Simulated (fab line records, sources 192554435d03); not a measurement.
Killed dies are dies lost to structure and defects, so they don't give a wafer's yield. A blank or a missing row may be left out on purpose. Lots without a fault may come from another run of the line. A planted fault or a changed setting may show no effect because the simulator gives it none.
Split-lot experiment | flow n5_finfet | 7 lots, 21 wafers read, on a route of 1938 steps

THE SPLIT
At N5_BEOL_M3_EXPOSE_08 (exposes mask M3), the setting dose_mj was moved away from the recipe's 33 on 7 of the 21 wafers read, by -4.2% to +5.3%. The other wafers ran this setting at the recipe's value.

FROM THE SPLIT TO THE READING: what the file shows between them, 11 steps
- N5_BEOL_M3_PEB_09: peb time 60 s
- N5_BEOL_M3_DEVELOP_10: develop time 30 s
- N5_BEOL_M3_CD_MEAS_11: target cd 17.05 nm
- N5_BEOL_M3_DESCUM_16: chemistry O2, time 7 s
- N5_BEOL_M3_ETCH_74: etches underlayer in N2/H2, target depth 6.5 nm, time 5.2 s
- N5_BEOL_M3_ETCH_63: etches SiARC in CF4, target depth 15.6 nm, time 26 s
- N5_BEOL_M3_ETCH_64: etches SOC in N2/H2, target depth 75 nm, overetch 15 nm, time 112.5 s
- N5_BEOL_M3_STRIP_65: strips in N2/H2
- N5_BEOL_M3_STRIP_75: strips in N2/H2
- N5_BEOL_M3_HM_OPEN_17: chemistry Cl2/BCl3, target TiN, target depth 20 nm, overetch 6 nm
- N5_BEOL_M3_STRIP_19: strips in O2

THE READING
cd_nm, in nm, at N5_BEOL_M3_CD_MEAS_18 (pitch 36 nm, target cd 18 nm). Fault-free wafers of this fab line usually give 18.04 nm, standard deviation 0.28 nm.

wafer  | tool, chamber at the split | dose_mj as run | against the recipe | cd_nm, nm | against lot-mates on the recipe
L074.3 | euv_scanner-02, 0          | 34.5           | +4.5%              | 18.81     | +1.09
L074.5 | euv_scanner-02, 0          | 33             | recipe             | 17.41     | -
L074.6 | euv_scanner-02, 0          | 33             | recipe             | 18.02     | -
L076.2 | euv_scanner-02, 0          | 31.63          | -4.2%              | 16.63     | no lot-mate on the recipe
L076.4 | euv_scanner-02, 0          | 31.63          | -4.2%              | 17.28     | no lot-mate on the recipe
L076.5 | euv_scanner-02, 0          | 31.63          | -4.2%              | 17.11     | no lot-mate on the recipe
L088.1 | euv_scanner-01, 0          | 33             | recipe             | 17.97     | -
L088.3 | euv_scanner-01, 0          | 33             | recipe             | 18.13     | -
L088.6 | euv_scanner-01, 0          | 33             | recipe             | 17.93     | -
L087.1 | euv_scanner-01, 0          | 33             | recipe             | 18.31     | -
L087.5 | euv_scanner-01, 0          | 34.74          | +5.3%              | 19.40     | +1.08
L087.6 | euv_scanner-01, 0          | 33             | recipe             | 18.33     | -
L090.3 | euv_scanner-01, 0          | 33             | recipe             | 17.82     | -
L090.4 | euv_scanner-01, 0          | 33             | recipe             | 17.99     | -
L090.6 | euv_scanner-01, 0          | 33             | recipe             | 18.17     | -
L092.3 | euv_scanner-02, 0          | 33             | recipe             | 18.27     | -
L092.5 | euv_scanner-02, 0          | 33.98          | +3.0%              | 18.37     | +0.29
L092.6 | euv_scanner-02, 0          | 33             | recipe             | 17.89     | -
L091.2 | euv_scanner-02, 0          | 33             | recipe             | 17.56     | -
L091.3 | euv_scanner-02, 0          | 33             | recipe             | 17.77     | -
L091.5 | euv_scanner-02, 0          | 34.59          | +4.8%              | 19.27     | +1.61

THE FIT
A straight line over all 21 wafers: cd_nm changes by +0.233 nm for each +1% of dose_mj; r = +0.91; the points scatter about the line by 0.27 nm.
The same after taking each lot's own level away (the mean of its wafers on the recipe; 18 wafers): +0.242 nm for each +1%; r = +0.91; scatter 0.22 nm.
On that fit, the largest move of dose_mj shifts the reading by 1.3 nm.
The lots' own levels span 17.665 to 18.320 nm, that is 2.3 times the standard deviation above.
So the lot-to-lot level changes the slope little: the two slopes agree.
Check: with one of the wafers moved furthest among these (+5.3%) left out of the fit, the line predicts +1.36 nm for it against its lot-mates. It came out at +1.08 nm against them.

OTHER SPLITS ON THESE WAFERS
These wafers also went through other splits before the reading. Each is held against what the fit with the lots' levels taken away leaves over:
other split on the same wafers            | wafers away from the commonest value | r with cd_nm (lot level and that fit taken away)
N5_BEOL_M0_TRENCH_ETCH_107 target_depth_a | 9                                    | -0.11
N5_BEOL_M2_TRENCH_ETCH_37 bias_w          | 5                                    | -0.07
N5_BEOL_M3_COAT_05 spin_rpm               | 5                                    | +0.09

THE WHOLE CHAIN: every reading that the file lists as answering this split, in the file's order
step                  | what it does                                                          | reading                                                               | change (the file's fit)               | r (the file's)
N5_BEOL_M3_CD_MEAS_11 | target cd 17.05 nm                                                    | cd_nm                                                                 | +0.208 nm for each +1% of the setting | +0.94
N5_BEOL_M3_ETCH_74    | etches underlayer in N2/H2, target depth 6.5 nm, time 5.2 s           | BEOL_M3.cd_offset_nm (the simulator's own value, which no gauge read) | +0.185 nm for each +1% of the setting | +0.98
N5_BEOL_M3_ETCH_63    | etches SiARC in CF4, target depth 15.6 nm, time 26 s                  | BEOL_M3.cd_offset_nm (the simulator's own value, which no gauge read) | +0.201 nm for each +1% of the setting | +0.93
N5_BEOL_M3_ETCH_64    | etches SOC in N2/H2, target depth 75 nm, overetch 15 nm, time 112.5 s | BEOL_M3.cd_offset_nm (the simulator's own value, which no gauge read) | +0.213 nm for each +1% of the setting | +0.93
N5_BEOL_M3_CD_MEAS_18 | pitch 36 nm, target cd 18 nm                                          | cd_nm                                                                 | +0.239 nm for each +1% of the setting | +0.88

THE FILE'S OWN FIT
cd_nm changes by +0.239 nm for each +1% of dose_mj, r = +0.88.
